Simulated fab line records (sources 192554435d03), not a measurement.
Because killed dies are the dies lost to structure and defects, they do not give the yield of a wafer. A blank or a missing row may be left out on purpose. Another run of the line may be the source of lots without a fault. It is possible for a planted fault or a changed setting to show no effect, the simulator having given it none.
Chamber matching	flow n5_finfet	rie_diel-05 running N5_MOL_CONTACT_COAG_ETCHBACK_134: 4 sister chambers
The step etches SiO2 in CHF3, target depth 10 nm, time 6.7 s. 14 wafers are shown with their chamber, then 7 later ones without.

WAFERS, EACH WITH ITS CHAMBER
wafer	chamber	drypump_motor_current_A (A)	rf_vpp_V (V)	showerhead_plenum_p_Torr (Torr)
L075.1	0	5.2	517	2.30
L075.3	3	4.7	510	2.32
L075.4	1	5.9	510	2.32
L077.2	0	5.2	517	2.30
L077.5	3	4.7	512	2.32
L077.6	0	5.2	517	2.30
L082.2	0	5.2	517	2.30
L082.4	3	4.7	511	2.31
L082.5	3	4.7	512	2.31
L089.1	0	5.2	517	2.29
L089.3	2	6.0	538	2.39
L089.6	1	5.8	510	2.31
L090.2	3	4.7	510	2.31
L090.4	1	5.8	509	2.31

SIGNATURES, as means of the wafers listed above
reading	chamber 0	chamber 1	chamber 2	chamber 3	scatter within a chamber
drypump_motor_current_A	5.200	5.833	6.000	4.700	0.0258
rf_vpp_V	517.00	509.67	538.00	511.00	0.683
showerhead_plenum_p_Torr	2.2980	2.3133	2.3900	2.3140	0.00516
Rule: for a wafer and a chamber, the distance is found by dividing, reading by reading, the gap between the wafer's reading and the chamber's mean by the reading's scatter, squaring, summing and taking the root. If the next closest chamber is less than 2 further off than the closest, the wafer can't be placed; otherwise it belongs to the closest. The scatter is the square root of a quotient: the sum, over the shown wafers, of each reading's squared deviation from its chamber's mean, divided by wafers minus chambers.

WAFERS WITH NO CHAMBER GIVEN
wafer	drypump_motor_current_A (A)	rf_vpp_V (V)	showerhead_plenum_p_Torr (Torr)
L090.5	4.7	511	2.31
L091.1	6.0	540	2.39
L091.4	5.2	517	2.29
L091.6	5.9	510	2.31
L096.1	5.1	517	2.29
L096.4	4.7	512	2.30
L096.5	5.8	509	2.30

CHAMBER TAKEN BY EACH
wafer	from the rows above	in truth
L090.5	3	3
L091.1	2	2
L091.4	0	0
L091.6	1	1
L096.1	0	0
L096.4	3	3
L096.5	1	1
7 of 7 placed correctly. Left unplaced by these rows: 0. Placed wrongly: 0.
